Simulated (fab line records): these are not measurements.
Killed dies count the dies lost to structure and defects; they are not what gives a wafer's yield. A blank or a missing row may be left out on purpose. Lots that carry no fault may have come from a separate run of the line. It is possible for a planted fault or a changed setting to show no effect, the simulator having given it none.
Comparing a struck lot with a sound one    flow n5-finfet    19 out of 1938 route steps
Sound: wafers L852.4, L852.5, L852.6. Struck: wafer L862.4 (L862.3, L862.6, from the same lot, were not struck and are left out); the cause is given at the end.
Order at every step that has rows: each side's tool, ch and its chambers, its first start. Under that, the readings that differ: sound wafers    struck wafers    difference of the means    sigmas: that difference in standard deviations of wafers without a fault.
alike: same words and numbers on both sides, and readings whose means sit less than 2 such deviations apart. not compared: any withheld reading, any reading some wafer has no value for, any bound like >300 that may hide the same value, and any number with overlapping values for which the record gives no deviation.
A row with sigmas, a row that says differs or no value, or rows on one side alone: a step with any of these is where the two part. Numbers that don't overlap but have no deviation are shown without sigmas and don't part them. A reading that every wafer of one side lacks parts them only if that side has two wafers or more.

N5_MIM_BOT_SPUTTER_00: material TiN, target thk 35 nm, time 89.7 s.
  sound on pvd-sputter-02 at day 12 10:11; struck on pvd-sputter-01 at day 15 14:19
  alike: throttle-valve-pct
then, 1 step without rows for these wafers: N5_MIM_TOP_ALD_00 (deposits Al2O3, purge time 3 s, co reactant pulse time 3 s).
N5_MIM_TOP_ALD_01: deposits HfO2, target thk 5.6 nm, pulse time 1 s, purge time 3 s.
  sound on ald-hk-01 ch 0,1; struck on ald-hk-02 ch 1
  alike: precursor-pulse-height-rel
N5_MIM_TOP_ALD_02: deposits Al2O3, purge time 3 s, co reactant pulse time 3 s.
  sound on ald-hk-01 ch 0,1; struck on ald-hk-02 ch 1
  alike: precursor-pulse-height-rel
N5_MIM_TOP_DEGAS_04: time 60 s.
  sound on pvd-sputter-03 at day 12 10:52; struck on pvd-sputter-03 at day 15 15:22
  alike: heater-power-w
then, 7 steps without rows for these wafers: N5_MIM_TOP_SPUTTER_03 (material TiN, target thk 35 nm, time 89.7 s); N5_MIM_TOP_LITHO_HMDS_01 (time 60 s); N5_MIM_TOP_LITHO_COAT_02; N5_MIM_TOP_LITHO_EBR_04; N5_MIM_TOP_LITHO_SOFTBAKE_03 (time 90 s); N5_MIM_TOP_LITHO_EXPOSE_05 (exposes mask MIM TOP, target cd 2000 nm); N5_MIM_TOP_LITHO_PEB_06.
N5_MIM_TOP_LITHO_DEVELOP_07: develop time 60 s.
  sound on litho-track-05 ch 0, day 12 11:18; struck on litho-track-05 ch 0, day 15 15:41
reading          sound           struck  difference  sigmas
exhaust-pa (Pa)  46.9 46.4 46.2  44.6    -1.9        -2
then, 1 step without rows for these wafers: N5_MIM_TOP_LITHO_HARDBAKE_09 (time 120 s).
N5_MIM_TOP_LITHO_CD_MEAS_08 targets a cd of 2000 nm.
  sound on cd-sem-01 ch 0, day 12 11:26; struck on cd-sem-02 ch 0, day 15 15:49
reading     sound                 struck  difference  sigmas
cd-nm (nm)  1999.9 2002.3 2001.2  2010.8  +9.7        +6
N5_MIM_TOP_LITHO_OVL_MEAS_11:
  sound on overlay-02 ch 0, day 12 11:28; struck on overlay-01 ch 0, day 15 15:50
  alike: MIM_TOP_OVL
N5_MIM_TOP_LITHO_INSPECT_12: inspects for defects (macro).
  sound on defect-inspect-02 at day 12 11:29; struck on defect-inspect-01 at day 15 15:52
  alike: raw-defect-count
N5_MIM_TOP_LITHO_DESCUM_10: chemistry O2, time 7.9 s.
  sound on rie-diel-05 ch 0,1,3, day 12 11:31; struck on rie-diel-02 ch 0, day 15 15:53
reading                         sound           struck  difference  sigmas
model.MIM_TOP_LITHO.cd-nm (nm)  1999 2002 2001  2011    +10         
  alike: drypump-motor-current-A, oes-product-au, rf-vpp-V, showerhead-plenum-p-Torr, throttle-valve-pct
  not compared: rf-hours-counter-h
N5_MIM_TOP_ETCH_ETCH_00: etches TiN in Cl2/BCl3, target depth 38.5 nm.
  sound on rie-metal-03 ch 0,1, day 12 11:39; struck on rie-metal-01 ch 0, day 15 16:04
  alike: bias-w, drypump-motor-current-A, oes_ar_750_au, oes-product-au, throttle-valve-pct
  not compared: rf-hours-counter-h

WHERE THEY PART
First at N5_MIM_TOP_LITHO_DEVELOP_07; last, within this record, at N5_MIM_TOP_LITHO_CD_MEAS_08. Later steps at which nothing parts them and some readings are alike: N5_MIM_TOP_LITHO_OVL_MEAS_11, N5_MIM_TOP_LITHO_INSPECT_12, N5_MIM_TOP_LITHO_DESCUM_10, N5_MIM_TOP_ETCH_ETCH_00.

WHY: the cause the simulator had injected
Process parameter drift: litho-track-05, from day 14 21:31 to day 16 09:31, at N5_MIM_TOP_LITHO_DEVELOP_07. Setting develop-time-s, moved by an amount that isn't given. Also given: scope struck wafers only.
